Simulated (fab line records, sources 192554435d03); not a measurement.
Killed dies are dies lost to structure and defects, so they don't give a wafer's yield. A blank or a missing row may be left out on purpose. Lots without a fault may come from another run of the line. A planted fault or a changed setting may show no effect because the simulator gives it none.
Which tool did it? | flow n5_finfet | 20 lots, 60 wafers sampled, at 6 steps of a route of 1938

WHAT THE GAUGES READ, wafer by wafer
N5_BEOL_M0_CUTY_INSPECT_59: inspects for defects (macro).
lot  | measured     | on                | raw_defect_count
L074 | day 5 18:02  | defect_inspect-01 | 5 2 2
L075 | day 5 22:56  | defect_inspect-02 | 0 1 0
L076 | day 6 08:10  | defect_inspect-01 | 1 1 4
L078 | day 6 20:04  | defect_inspect-01 | 2 0 2
L079 | day 7 06:25  | defect_inspect-01 | 1 0 1
L080 | day 7 11:46  | defect_inspect-01 | 1 2 1
L082 | day 7 19:46  | defect_inspect-02 | 3 1 4
L083 | day 7 23:25  | defect_inspect-02 | 1 1 5
L084 | day 8 08:50  | defect_inspect-01 | 2 0 3
L085 | day 8 13:53  | defect_inspect-01 | 4 2 0
L087 | day 9 03:43  | defect_inspect-01 | 0 2 1
L088 | day 9 07:13  | defect_inspect-01 | 1 1 3
L089 | day 9 12:19  | defect_inspect-02 | 1 1 2
L090 | day 9 15:44  | defect_inspect-02 | 3 1 4
L091 | day 10 12:04 | defect_inspect-02 | 3 2 1
L094 | day 10 19:14 | defect_inspect-01 | 3 0 2
L092 | day 10 22:35 | defect_inspect-02 | 2 3 3
L095 | day 11 00:40 | defect_inspect-02 | 2 2 3
L096 | day 11 07:01 | defect_inspect-02 | 0 1 2
L097 | day 11 12:18 | defect_inspect-01 | 0 2 2

WHICH TOOL RAN EACH LOT (tool, then ch and the chambers of the sampled wafers, then the start)
lot  | N5_BEOL_M0_SAQP_HM_OPEN_112        | N5_BEOL_M0_SAQP_STRIP_86           | N5_BEOL_M0_SAQP_RECESS_109         | N5_BEOL_M0_SAQP_MANDREL2_REMOVE_110 | N5_BEOL_M0_SAQP_ETCH_73
L074 | rie_diel-06 ch 1,3, day 5 11:44    | rie_diel-05 ch 0,1, day 5 12:12    | vapor_etch-02 ch 0,1, day 5 14:46  | rie_si-01 ch 1,2,3, day 5 16:01     | rie_diel-06 ch 1,3, day 5 16:43
L075 | rie_diel-05 ch 0,2,3, day 5 16:58  | rie_diel-05 ch 0,1, day 5 17:08    | vapor_etch-02 ch 0,1, day 5 19:33  | rie_si-01 ch 0,2,3, day 5 20:53     | rie_diel-05 ch 2,3, day 5 21:37
L076 | rie_diel-06 ch 0,1,2, day 6 03:10  | rie_diel-03 ch 0,1, day 6 03:25    | vapor_etch-01 ch 0,1, day 6 05:31  | rie_si-02 ch 0,1,3, day 6 06:16     | rie_diel-06 ch 1,2,3, day 6 06:52
L078 | rie_diel-06 ch 0,2,3, day 6 14:09  | rie_diel-05 ch 1,2,3, day 6 14:20  | vapor_etch-01 ch 0,1, day 6 17:18  | rie_si-03 ch 0,1, day 6 18:03       | rie_diel-06 ch 1,2,3, day 6 18:46
L079 | rie_diel-06 ch 0,1, day 7 00:43    | rie_diel-05 ch 0,1, day 7 00:59    | vapor_etch-02 ch 0, day 7 03:29    | rie_si-02 ch 2,3, day 7 04:27       | rie_diel-03 ch 0,2, day 7 05:02
L080 | rie_diel-05 ch 1,2,3, day 7 06:11  | rie_diel-06 ch 1,2,3, day 7 06:22  | vapor_etch-01 ch 0,1, day 7 08:46  | rie_si-01 ch 0,1,2, day 7 09:33     | rie_diel-06 ch 0,1,3, day 7 10:16
L082 | rie_diel-06 ch 2,3, day 7 13:55    | rie_diel-03 ch 2,3, day 7 14:05    | vapor_etch-01 ch 0,1, day 7 16:11  | rie_si-03 ch 0,2,3, day 7 17:52     | rie_diel-06 ch 2,3, day 7 18:28
L083 | rie_diel-05 ch 1,2,3, day 7 18:14  | rie_diel-05 ch 1,3, day 7 18:35    | vapor_etch-01 ch 0,1, day 7 20:46  | rie_si-03 ch 2,3, day 7 21:31       | rie_diel-03 ch 1,2, day 7 22:13
L084 | rie_diel-03 ch 0,1,3, day 8 03:22  | rie_diel-03 ch 1,2, day 8 03:32    | vapor_etch-02 ch 0,1, day 8 05:46  | rie_si-03 ch 1,2,3, day 8 06:49     | rie_diel-03 ch 1,3, day 8 07:32
L085 | rie_diel-06 ch 1,3, day 8 07:57    | rie_diel-03 ch 1,2,3, day 8 08:08  | vapor_etch-02 ch 0,1, day 8 10:17  | rie_si-01 ch 1,2,3, day 8 11:44     | rie_diel-03 ch 0,1,2, day 8 12:19
L087 | rie_diel-06 ch 0,1,3, day 8 21:46  | rie_diel-03 ch 0,1, day 8 21:56    | vapor_etch-02 ch 0, day 9 01:02    | rie_si-02 ch 0,1,3, day 9 01:49     | rie_diel-03 ch 0,1,2, day 9 02:32
L088 | rie_diel-05 ch 0,1, day 9 01:24    | rie_diel-05 ch 0,1,2, day 9 01:35  | vapor_etch-01 ch 0,1, day 9 03:38  | rie_si-01 ch 0,1,3, day 9 04:30     | rie_diel-05 ch 0,1,3, day 9 05:20
L089 | rie_diel-05 ch 1,3, day 9 06:17    | rie_diel-06 ch 0,1,2, day 9 06:32  | vapor_etch-02 ch 0,1, day 9 08:38  | rie_si-02 ch 1,2,3, day 9 09:40     | rie_diel-05 ch 0,1, day 9 10:16
L090 | rie_diel-05 ch 1,2, day 9 10:07    | rie_diel-03 ch 2,3, day 9 10:21    | vapor_etch-02 ch 0,1, day 9 13:02  | rie_si-02 ch 1,3, day 9 13:49       | rie_diel-05 ch 1,2, day 9 14:26
L091 | rie_diel-03 ch 0,1,3, day 10 06:17 | rie_diel-03 ch 1,3, day 10 06:28   | vapor_etch-02 ch 0,1, day 10 09:10 | rie_si-02 ch 0,2,3, day 10 09:57    | rie_diel-05 ch 1,2,3, day 10 10:41
L094 | rie_diel-06 ch 0,2,3, day 10 13:39 | rie_diel-06 ch 0,1, day 10 13:50   | vapor_etch-02 ch 0,1, day 10 15:56 | rie_si-03 ch 0,1,3, day 10 16:40    | rie_diel-06 ch 0,1,2, day 10 17:55
L092 | rie_diel-05 ch 1,2,3, day 10 17:05 | rie_diel-03 ch 0,2,3, day 10 17:44 | vapor_etch-01 ch 0,1, day 10 19:54 | rie_si-03 ch 0,1, day 10 20:41      | rie_diel-06 ch 0,1,3, day 10 21:23
L095 | rie_diel-05 ch 0,1,2, day 10 19:29 | rie_diel-06 ch 1,2,3, day 10 19:41 | vapor_etch-01 ch 0,1, day 10 21:50 | rie_si-01 ch 0,1,2, day 10 22:46    | rie_diel-06 ch 1,3, day 10 23:22
L096 | rie_diel-03 ch 0,1,2, day 11 01:50 | rie_diel-05 ch 0,1,2, day 11 02:05 | vapor_etch-02 ch 0,1, day 11 04:09 | rie_si-01 ch 0,3, day 11 04:56      | rie_diel-06 ch 0,1,3, day 11 05:45
L097 | rie_diel-06 ch 0,1, day 11 06:59   | rie_diel-03 ch 0,1,3, day 11 07:10 | vapor_etch-02 ch 0,1, day 11 09:25 | rie_si-03 ch 2,3, day 11 10:24      | rie_diel-05 ch 1,2,3, day 11 10:59
- N5_BEOL_M0_SAQP_HM_OPEN_112: chemistry CHF3/O2, target SiO2, stops on a-Si, target depth 12 nm, time 13.5 s.
- N5_BEOL_M0_SAQP_STRIP_86: strips in N2/H2.
- N5_BEOL_M0_SAQP_RECESS_109: chemistry HF/NH3, target SiO2, target depth 3 nm, afs cycles 1, sublimation time 60 s.
- N5_BEOL_M0_SAQP_MANDREL2_REMOVE_110: chemistry HBr/Cl2/O2, target a-Si, stops on SiCN, bt time 10 s.
- N5_BEOL_M0_SAQP_ETCH_73: etches SiARC in CF4, target depth 19.5 nm, time 32.5 s.

WHAT THE TOOLS THEMSELVES READ (means of the sampled wafers that have a number; where no wafer has one, the mark that the record gives instead)
N5_BEOL_M0_SAQP_HM_OPEN_112.
lot  | tool        | O2_flow_sccm (sccm) | drypump_motor_current_A (A) | oes_ar_750_au (a.u.) | oes_product_au (a.u.) | rf_fwd_power_W (W) | rf_vpp_V (V) | showerhead_plenum_p_Torr (Torr) | throttle_valve_pct (%)
L074 | rie_diel-06 | 5.003               | 5.71                        | 0.87                 | 0.56                  | 647.3              | 519          | 2.40                            | 18.52
L075 | rie_diel-05 | 4.992               | 5.77                        | 0.78                 | 0.52                  | 645.1              | 526          | 2.41                            | 18.84
L076 | rie_diel-06 | 4.993               | 5.79                        | 0.76                 | 0.49                  | 645.8              | 523          | 2.43                            | 18.91
L078 | rie_diel-06 | 5.015               | 5.92                        | 0.79                 | 0.52                  | 644.3              | 521          | 2.39                            | 18.78
L079 | rie_diel-06 | 5.001               | 5.86                        | 0.74                 | 0.48                  | 642.5              | 517          | 2.44                            | 18.94
L080 | rie_diel-05 | 5.012               | 5.88                        | 0.78                 | 0.51                  | 642.7              | 520          | 2.42                            | 19.02
L082 | rie_diel-06 | 4.997               | 5.84                        | 0.84                 | 0.54                  | 644.6              | 522          | 2.37                            | 18.59
L083 | rie_diel-05 | 5.004               | 5.86                        | 0.77                 | 0.50                  | 645.0              | 522          | 2.42                            | 19.03
L084 | rie_diel-03 | 4.980               | 5.81                        | 0.80                 | 0.54                  | 643.5              | 528          | 2.43                            | 18.66
L085 | rie_diel-06 | 5.014               | 5.55                        | 0.80                 | 0.51                  | 646.7              | 521          | 2.44                            | 18.68
L087 | rie_diel-06 | 5.011               | 5.78                        | 0.78                 | 0.51                  | 644.8              | 517          | 2.41                            | 18.77
L088 | rie_diel-05 | 5.005               | 5.81                        | 0.77                 | 0.51                  | 643.7              | 530          | 2.48                            | 18.92
L089 | rie_diel-05 | 5.007               | 5.73                        | 0.82                 | 0.54                  | 644.3              | 527          | 2.46                            | 18.91
L090 | rie_diel-05 | 5.011               | 5.98                        | 0.69                 | 0.46                  | 645.8              | 521          | 2.43                            | 19.20
L091 | rie_diel-03 | 5.019               | 5.82                        | 0.79                 | 0.52                  | 645.2              | 527          | 2.42                            | 18.69
L094 | rie_diel-06 | 5.005               | 5.92                        | 0.76                 | 0.49                  | 645.4              | 521          | 2.38                            | 18.83
L092 | rie_diel-05 | 5.014               | 5.86                        | 0.75                 | 0.49                  | 645.9              | 521          | 2.41                            | 19.06
L095 | rie_diel-05 | 4.998               | 5.88                        | 0.76                 | 0.49                  | 643.3              | 526          | 2.42                            | 18.93
L096 | rie_diel-03 | 5.002               | 5.88                        | 0.81                 | 0.53                  | 645.8              | 528          | 2.50                            | 18.57
L097 | rie_diel-06 | 5.009               | 5.88                        | 0.72                 | 0.47                  | 647.4              | 517          | 2.42                            | 19.00

N5_BEOL_M0_SAQP_STRIP_86.
lot  | tool        | drypump_motor_current_A (A) | n2_flow_sccm (sccm) | oes_product_au (a.u.) | rf_vpp_V (V) | showerhead_plenum_p_Torr (Torr) | throttle_valve_pct (%)
L074 | rie_diel-05 | 5.74                        | 299.6               | 0.70                  | 122.9        | 3.46                            | 19.0
L075 | rie_diel-05 | 5.75                        | 301.0               | 0.70                  | 122.3        | 3.46                            | 19.0
L076 | rie_diel-03 | 6.11                        | 299.4               | 0.80                  | 121.7        | 3.49                            | 19.0
L078 | rie_diel-05 | 5.87                        | 299.9               | 0.78                  | 121.9        | 3.37                            | 19.1
L079 | rie_diel-05 | 5.73                        | 300.3               | 0.70                  | 123.0        | 3.45                            | 19.1
L080 | rie_diel-06 | 5.72                        | 299.9               | 0.81                  | 120.8        | 3.38                            | 19.0
L082 | rie_diel-03 | 5.64                        | 299.4               | 0.86                  | 122.7        | 3.46                            | 18.8
L083 | rie_diel-05 | 5.74                        | 299.8               | 0.85                  | 120.7        | 3.43                            | 18.8
L084 | rie_diel-03 | 5.92                        | 300.6               | 0.84                  | 123.2        | 3.53                            | 18.5
L085 | rie_diel-03 | 5.85                        | 298.8               | 0.81                  | 121.4        | 3.44                            | 18.8
L087 | rie_diel-03 | 5.87                        | 299.9               | 0.84                  | 122.1        | 3.46                            | 19.3
L088 | rie_diel-05 | 5.88                        | 299.6               | 0.80                  | 121.8        | 3.37                            | 19.1
L089 | rie_diel-06 | 5.79                        | 299.7               | 0.74                  | 121.7        | 3.39                            | 19.3
L090 | rie_diel-03 | 5.65                        | 299.6               | 0.85                  | 122.1        | 3.46                            | 18.8
L091 | rie_diel-03 | 6.07                        | 299.9               | 0.73                  | 122.7        | 3.41                            | 18.9
L094 | rie_diel-06 | 5.66                        | 300.0               | 0.74                  | 122.6        | 3.43                            | 19.3
L092 | rie_diel-03 | 5.60                        | 299.7               | 0.84                  | 122.0        | 3.41                            | 19.2
L095 | rie_diel-06 | 5.71                        | 299.8               | 0.78                  | 121.0        | 3.36                            | 19.1
L096 | rie_diel-05 | 5.87                        | 299.7               | 0.77                  | 121.5        | 3.36                            | 19.1
L097 | rie_diel-03 | 5.79                        | 300.4               | 0.79                  | 122.4        | 3.39                            | 19.2

N5_BEOL_M0_SAQP_RECESS_109.
lot  | tool          | drypump_motor_current_A (A)
L074 | vapor_etch-02 | 5.71
L075 | vapor_etch-02 | 5.54
L076 | vapor_etch-01 | 5.99
L078 | vapor_etch-01 | 5.97
L079 | vapor_etch-02 | 5.90
L080 | vapor_etch-01 | 5.93
L082 | vapor_etch-01 | 5.96
L083 | vapor_etch-01 | 5.93
L084 | vapor_etch-02 | 5.54
L085 | vapor_etch-02 | 5.53
L087 | vapor_etch-02 | 5.88
L088 | vapor_etch-01 | 5.93
L089 | vapor_etch-02 | 5.53
L090 | vapor_etch-02 | 5.54
L091 | vapor_etch-02 | 5.72
L094 | vapor_etch-02 | 5.53
L092 | vapor_etch-01 | 5.97
L095 | vapor_etch-01 | 5.97
L096 | vapor_etch-02 | 5.54
L097 | vapor_etch-02 | 5.71

N5_BEOL_M0_SAQP_MANDREL2_REMOVE_110.
lot  | tool      | O2_flow_sccm (sccm) | drypump_motor_current_A (A) | oes_product_au (a.u.) | rf_fwd_power_W (W) | throttle_valve_pct (%)
L074 | rie_si-01 | 4.999               | 5.9                         | 1.011                 | 596.2              | 36.57
L075 | rie_si-01 | 4.985               | 6.2                         | 1.026                 | 598.2              | 36.68
L076 | rie_si-02 | 4.997               | 6.0                         | 1.006                 | 596.0              | 36.72
L078 | rie_si-03 | 4.996               | 4.9                         | 1.012                 | 600.4              | 36.76
L079 | rie_si-02 | 4.974               | 5.8                         | 0.971                 | 594.7              | 36.80
L080 | rie_si-01 | 5.003               | 5.8                         | 1.011                 | 599.3              | 36.57
L082 | rie_si-03 | 4.995               | 5.4                         | 1.011                 | 596.7              | 36.73
L083 | rie_si-03 | 4.991               | 5.7                         | 0.998                 | 596.7              | 36.83
L084 | rie_si-03 | 4.990               | 5.6                         | 1.001                 | 596.9              | 36.80
L085 | rie_si-01 | 5.017               | 6.0                         | 0.995                 | 596.5              | 36.44
L087 | rie_si-02 | 5.008               | 6.0                         | 0.998                 | 597.3              | 36.73
L088 | rie_si-01 | 5.003               | 6.1                         | 1.012                 | 598.1              | 36.43
L089 | rie_si-02 | 4.995               | 5.9                         | 0.992                 | 596.2              | 36.79
L090 | rie_si-02 | 5.005               | 6.1                         | 0.988                 | 594.1              | 36.91
L091 | rie_si-02 | 5.011               | 5.7                         | 0.988                 | 595.9              | 36.64
L094 | rie_si-03 | 5.000               | 5.3                         | 0.995                 | 597.0              | 36.69
L092 | rie_si-03 | 5.008               | 5.0                         | 1.004                 | 595.0              | 36.81
L095 | rie_si-01 | 5.027               | 5.8                         | 1.004                 | 594.6              | 36.58
L096 | rie_si-01 | 5.019               | 6.5                         | 1.010                 | 598.6              | 36.41
L097 | rie_si-03 | 4.966               | 5.7                         | 1.004                 | 594.9              | 36.84

N5_BEOL_M0_SAQP_ETCH_73.
lot  | tool        | cf4_flow_sccm (sccm) | drypump_motor_current_A (A) | etch_rf_on_time_s (s) | oes_product_au (a.u.) | rf_fwd_power_W (W) | rf_vpp_V (V) | showerhead_plenum_p_Torr (Torr) | throttle_valve_pct (%)
L074 | rie_diel-06 | 99.9                 | 5.57                        | 31.9                  | 0.70                  | 534.5              | 185.0        | 2.18                            | 15.45
L075 | rie_diel-05 | 100.0                | 5.79                        | 31.7                  | 0.76                  | 531.9              | 183.8        | 2.14                            | 15.61
L076 | rie_diel-06 | 100.0                | 5.72                        | 32.1                  | 0.70                  | 532.0              | 183.0        | 2.15                            | 15.50
L078 | rie_diel-06 | 99.9                 | 5.69                        | 31.2                  | 0.70                  | 534.8              | 184.7        | 2.15                            | 15.51
L079 | rie_diel-03 | 100.0                | 5.64                        | 31.8                  | 0.79                  | 530.7              | 183.9        | 2.22                            | 15.37
L080 | rie_diel-06 | 99.7                 | 5.78                        | 32.3                  | 0.67                  | 533.3              | 183.5        | 2.14                            | 15.52
L082 | rie_diel-06 | 100.4                | 5.84                        | 31.5                  | 0.72                  | 535.6              | 182.7        | 2.10                            | 15.35
L083 | rie_diel-03 | 100.5                | 6.13                        | 33.2                  | 0.66                  | 538.5              | 185.5        | 2.24                            | 15.29
L084 | rie_diel-03 | 99.8                 | 6.03                        | 33.0                  | 0.63                  | 535.8              | 184.8        | 2.16                            | 15.43
L085 | rie_diel-03 | 100.2                | 5.88                        | 32.8                  | 0.71                  | 533.9              | 185.0        | 2.23                            | 15.34
L087 | rie_diel-03 | 100.4                | 5.89                        | 33.1                  | 0.70                  | 533.8              | 185.8        | 2.22                            | 15.36
L088 | rie_diel-05 | 100.0                | 5.72                        | 32.7                  | 0.72                  | 530.9              | 183.8        | 2.20                            | 15.54
L089 | rie_diel-05 | 100.1                | 5.80                        | 33.0                  | 0.66                  | 531.2              | 184.6        | 2.21                            | 15.69
L090 | rie_diel-05 | 99.7                 | 5.97                        | 32.9                  | 0.59                  | 531.9              | 183.7        | 2.15                            | 15.96
L091 | rie_diel-05 | 99.9                 | 5.87                        | 32.8                  | 0.64                  | 531.7              | 184.1        | 2.14                            | 15.83
L094 | rie_diel-06 | 100.2                | 5.77                        | 32.1                  | 0.63                  | 532.2              | 184.2        | 2.15                            | 15.79
L092 | rie_diel-06 | 100.2                | 5.77                        | 32.4                  | 0.65                  | 534.1              | 184.5        | 2.13                            | 15.57
L095 | rie_diel-06 | 100.1                | 5.70                        | 31.8                  | 0.70                  | 535.8              | 183.6        | 2.12                            | 15.35
L096 | rie_diel-06 | 99.9                 | 5.77                        | 32.0                  | 0.65                  | 532.6              | 184.0        | 2.13                            | 15.58
L097 | rie_diel-05 | 100.0                | 5.87                        | 32.4                  | 0.64                  | 531.2              | 184.2        | 2.14                            | 15.83

THE ANSWER, worked out from the rows above alone
Rule: what is usual is taken from the lots themselves. Put in order of their means at a reading, lots are off if they are a third of the lots or fewer, leave a main group of 4 or more, and stand apart from it by a gap of 3 or more times the standard deviation of the main group's means; of several such gaps the widest counts. A main group whose means are all the same, to the digits that the tables above print for the reading, isn't used. A lot without any number at a reading at which 4 lots or more have one is off too. The other lots that the step has rows for count as sound. The gauges are gone through in route order, then the tools' own readings, and for those a lot's mean is taken as printed above. The first step at which some lot is off is used, and at that step the reading that is off furthest; a lot without a number counts as furthest.
No lot is off at any reading shown: from this, nothing can be told.

WHAT THE SIMULATOR HAD PUT IN
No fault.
